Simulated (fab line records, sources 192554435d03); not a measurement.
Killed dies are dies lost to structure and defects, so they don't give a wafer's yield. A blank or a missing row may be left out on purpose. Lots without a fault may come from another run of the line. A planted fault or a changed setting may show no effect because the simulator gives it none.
Split-lot experiment | flow n5_finfet | 7 lots, 21 wafers read, on a route of 1938 steps

THE SPLIT
At N5_MIM_TOP_SPUTTER_03 (material TiN, target thk 35 nm, time 89.7 s), the setting time_s was moved away from the recipe's 89.7 s on 7 of the 21 wafers read, by -12.0% to +5.6%. The other wafers ran this setting at the recipe's value.

The reading is taken at the split's own step.

THE READING
TiN_of_MIM_TOP_SPUTTER_03.thk_nm (the simulator's own value, which no gauge read), in nm, at N5_MIM_TOP_SPUTTER_03 (material TiN, target thk 35 nm, time 89.7 s). The file gives no usual value for it. The 14 wafers here that ran the recipe average 34.9 nm, standard deviation 0.49 nm.

wafer  | tool, chamber at the split | time_s as run, s | against the recipe | TiN_of_MIM_TOP_SPUTTER_03.thk_nm, nm | against lot-mates on the recipe
L078.1 | pvd_sputter-03, -          | 94.69            | +5.6%              | 37.8                                 | +2.0
L078.2 | pvd_sputter-03, -          | 94.69            | +5.6%              | 36.8                                 | +1.0
L078.3 | pvd_sputter-03, -          | 89.7             | recipe             | 35.8                                 | -
L074.2 | pvd_sputter-03, -          | 89.7             | recipe             | 34.8                                 | -
L074.4 | pvd_sputter-03, -          | 89.7             | recipe             | 34.8                                 | -
L074.6 | pvd_sputter-03, -          | 89.7             | recipe             | 34.8                                 | -
L080.2 | pvd_sputter-03, -          | 89.7             | recipe             | 35.2                                 | -
L080.3 | pvd_sputter-03, -          | 78.94            | -12.0%             | 31                                   | -3.9
L080.6 | pvd_sputter-03, -          | 89.7             | recipe             | 34.6                                 | -
L089.1 | pvd_sputter-03, -          | 83.47            | -6.9%              | 32.6                                 | -3.2
L089.4 | pvd_sputter-03, -          | 89.7             | recipe             | 35.8                                 | -
L089.6 | pvd_sputter-03, -          | 83.47            | -6.9%              | 33.4                                 | -2.4
L094.1 | pvd_sputter-01, -          | 93.7             | +4.5%              | 36.2                                 | +1.2
L094.3 | pvd_sputter-01, -          | 93.7             | +4.5%              | 36                                   | +1.0
L094.4 | pvd_sputter-01, -          | 89.7             | recipe             | 35                                   | -
L093.3 | pvd_sputter-02, -          | 89.7             | recipe             | 35.2                                 | -
L093.4 | pvd_sputter-02, -          | 89.7             | recipe             | 34.8                                 | -
L093.6 | pvd_sputter-02, -          | 89.7             | recipe             | 34.6                                 | -
L095.1 | pvd_sputter-02, -          | 89.7             | recipe             | 34.4                                 | -
L095.5 | pvd_sputter-02, -          | 89.7             | recipe             | 34.4                                 | -
L095.4 | pvd_sputter-02, -          | 89.7             | recipe             | 34                                   | -

THE FIT
A straight line over all 21 wafers: TiN_of_MIM_TOP_SPUTTER_03.thk_nm changes by +0.324 nm for each +1% of time_s; r = +0.93; the points scatter about the line by 0.52 nm.
The same after taking each lot's own level away (the mean of its wafers on the recipe; 21 wafers): +0.326 nm for each +1%; r = +0.97; scatter 0.33 nm.
On that fit, the largest move of time_s shifts the reading by 3.9 nm.
The lots' own levels span 34.27 to 35.80 nm, that is 3.1 times the standard deviation above.
So the lot-to-lot level changes the slope little: the two slopes agree.
Check: with one of the wafers moved furthest among these (-12.0%) left out of the fit, the line predicts -4.13 nm for it against its lot-mates. It came out at -3.9 nm against them.

OTHER SPLITS ON THESE WAFERS
These wafers also went through other splits before the reading. Each is held against what the fit with the lots' levels taken away leaves over:
other split on the same wafers        | wafers away from the commonest value | r with TiN_of_MIM_TOP_SPUTTER_03.thk_nm (lot level and that fit taken away)
N5_BEOL_M9_COAT_05 spin_rpm           | 8                                    | -0.26
N5_BEOL_M11_COAT_05 spin_rpm          | 4                                    | +0.18
N5_BEOL_M11_ETCH_41 time_s            | 8                                    | +0.13
N5_BEOL_M13_COAT_04 spin_rpm          | 5                                    | +0.11
N5_BEOL_M13_ETCH_68 time_s            | 8                                    | +0.35
N5_BEOL_M14_PEB_26 peb_temp_c         | 6                                    | -0.12
N5_BEOL_M14_DEVELOP_27 develop_time_s | 4                                    | +0.18

THE FILE'S OWN FIT
TiN_of_MIM_TOP_SPUTTER_03.thk_nm changes by +0.327 nm for each +1% of time_s, r = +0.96.
